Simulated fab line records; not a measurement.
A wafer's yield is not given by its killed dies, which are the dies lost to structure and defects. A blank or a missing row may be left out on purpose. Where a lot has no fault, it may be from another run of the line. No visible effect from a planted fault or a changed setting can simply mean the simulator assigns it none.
Which tool was responsible? :: flow n5Finfet :: 33 wafers from 11 lots sampled at 2 of the route's 1938 steps

== WHAT THE GAUGES SHOWED, per wafer ==
N5_HKMG_FIN_INSPECT_61: inspects for defects (macro).
lot: L075
measured: day 4 03:38
on: defectInspect-02
rawDefectCount: 2 1 1

lot: L077
measured: day 4 15:38
on: defectInspect-02
rawDefectCount: 0 3 0

lot: L080
measured: day 5 14:01
on: defectInspect-01
rawDefectCount: 2 1 2

lot: L082
measured: day 6 00:35
on: defectInspect-02
rawDefectCount: 0 1 1

lot: L084
measured: day 6 08:29
on: defectInspect-01
rawDefectCount: 3 5 3

lot: L086
measured: day 6 23:25
on: defectInspect-02
rawDefectCount: 0 3 1

lot: L088
measured: day 7 10:01
on: defectInspect-02
rawDefectCount: 0 0 4

lot: L090
measured: day 8 00:49
on: defectInspect-02
rawDefectCount: 4 3 7

lot: L093
measured: day 8 19:02
on: defectInspect-01
rawDefectCount: 2 2 4

lot: L094
measured: day 9 04:37
on: defectInspect-02
rawDefectCount: 3 5 4

lot: L096
measured: day 9 12:20
on: defectInspect-02
rawDefectCount: 4 0 1

== WHICH TOOL RAN EACH LOT (tool, then ch and the chambers of the sampled wafers, then the start) ==
lot: L075
N5_HKMG_FIN_HK_ALD_01: aldHk-03 ch 0,1,2, day 4 02:38

lot: L077
N5_HKMG_FIN_HK_ALD_01: aldHk-01 ch 0,1, day 4 14:38

lot: L080
N5_HKMG_FIN_HK_ALD_01: aldHk-03 ch 1,3, day 5 13:09

lot: L082
N5_HKMG_FIN_HK_ALD_01: aldHk-02 ch 0,1,2, day 5 23:43

lot: L084
N5_HKMG_FIN_HK_ALD_01: aldHk-03 ch 0,1,2, day 6 07:28

lot: L086
N5_HKMG_FIN_HK_ALD_01: aldHk-01 ch 0,1,3, day 6 22:24

lot: L088
N5_HKMG_FIN_HK_ALD_01: aldHk-01 ch 1,2,3, day 7 09:08

lot: L090
N5_HKMG_FIN_HK_ALD_01: aldHk-01 ch 0,2,3, day 7 23:49

lot: L093
N5_HKMG_FIN_HK_ALD_01: aldHk-03 ch 0,2,3, day 8 17:49

lot: L094
N5_HKMG_FIN_HK_ALD_01: aldHk-01 ch 0,3, day 9 03:45

lot: L096
N5_HKMG_FIN_HK_ALD_01: aldHk-03 ch 0,1, day 9 11:11
- N5_HKMG_FIN_HK_ALD_01: deposits HfO2, target thk 1.6 nm, pulse time 3 s, purge time 3 s.

== THE ANSWER, worked out from the rows above alone ==
Rule: what is usual is taken from the lots themselves. The widest of any qualifying gaps counts: lots, ordered by their means at a reading, are off when they make up no more than a third of the lots, leave a main group of 4 or more, and stand apart from it by 3 or more times the standard deviation of that group's means. A main group is skipped when, at the precision printed for the reading in the tables above, its means are all equal. A lot without any number at a reading at which 4 lots or more have one is off too. Where the step has rows for the other lots, those lots are counted as sound.
Nothing can be told from this: no lot is off at any reading shown.

== WHAT THE SIMULATOR HAD PUT IN ==
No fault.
